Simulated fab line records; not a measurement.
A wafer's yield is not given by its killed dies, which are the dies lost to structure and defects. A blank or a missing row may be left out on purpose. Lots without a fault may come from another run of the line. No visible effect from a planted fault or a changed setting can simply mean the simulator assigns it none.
Problem report, 8D (eight disciplines) form, completed by code | flow nand-harc | the parts of the form that need people (team, actions taken, sign-off) are left out

## 1. THE PROBLEM
cd-nm at NHARC_P_M1_CD_MEAS_09 reads a mean of 144.9 nm on 6 wafers of 2 lots; wafers without a fault read 129.9 nm with a standard deviation of 0.86. That is +17 standard deviations from the usual mean.
The step: target cd 130 nm.
Earliest sighting: wafer L478.1 on cd-sem-01 at day 10 14:52. The record has a number at this step for 42 wafers belonging to 14 lots. The rule behind "out" and "out of limits": a value lying over 4 standard deviations away from the usual mean. The rest of the wafers with a number are treated as sound.

## 2. WHAT IT IS, AND WHAT IT ISN'T
question                    | is                     | is not
which readings at this step | cd-nm                  | -
which lots                  | L478, L480             | L468, L469, L470, L472, L475, L476, L477, L485, L488, L489, L490, L491
which wafers of those lots  | all that have a number | -
read on which gauges        | cd-sem-01, cd-sem-02   | cd-sem-03
when                        | from day 10 14:52      | up to then (21 sound wafers); but 15 sound wafers of L485, L488, L489, L490, L491 came after

## 3. SUSPECTS, AND WHAT RULES EACH OUT
Counting: a tool at any process step up to the reading remains a suspect when it ran all the lots that are out and ran no sound lot after the first of those.
- the gauge at NHARC_P_M1_CD_MEAS_09 is ruled out. 2 gauges (cd-sem-01, cd-sem-02) read the wafers that are out.
- litho-track-06 at NHARC_P_M1_PEB_07 (peb time 65 s): ruled out as a lasting fault. The sound lots L485, L488, L489, L490 went through it after L478, its earliest lot that is out (day 10 14:47).
Left after counting: nothing in the record.

## 4. THE CAUSE (what the simulator had put in)
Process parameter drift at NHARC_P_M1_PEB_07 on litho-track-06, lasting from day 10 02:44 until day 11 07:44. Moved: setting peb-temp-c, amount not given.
The count ruled it out by mistake, since the rule takes a fault to strike every lot its tool runs from the start of the fault on, and this one did not do so.

## 5. THE CHAIN OF EFFECTS, in route order
Each row: a reading whose mean over the struck wafers that have a number lies more than 3 standard deviations from the usual. Only readings for which the record gives a usual standard deviation are gone through. hours: the time from each lot's start at the first step in this table that gives one to its start at this step, as a median over the lots. sigmas: the change in usual standard deviations.
hours | step                  | reading              | usual    | on struck wafers | change | sigmas
0     | NHARC_P_M1_PEB_07     | heater-power-total-W | 156.6 W  | 167.1            | +10.5  | +25
0     | NHARC_P_M1_PEB_07     | plate-temp-C         | 100.03 C | 104.94           | +4.91  | +35
0     | NHARC_P_M1_CD_MEAS_09 | cd-nm                | 129.9 nm | 144.9            | +15.0  | +17
1     | NHARC_P_M1_CD_MEAS_16 | cd-nm                | 129.7 nm | 145.4            | +15.7  | +13
Process steps it contains:
- NHARC_P_M1_PEB_07: peb time 65 s.

## 6. WHAT WOULD HAVE CAUGHT IT SOONER
Counted from the fault's start at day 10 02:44, it took 12 hours until the first out-of-limits reading at a measuring or inspecting step in this record, taken at day 10 14:52.
Tool's own readings at NHARC_P_M1_PEB_07, heater-power-total-W, plate-temp-C: out on all struck wafers the step has rows for; an alarm limit on them would have tripped on the first.
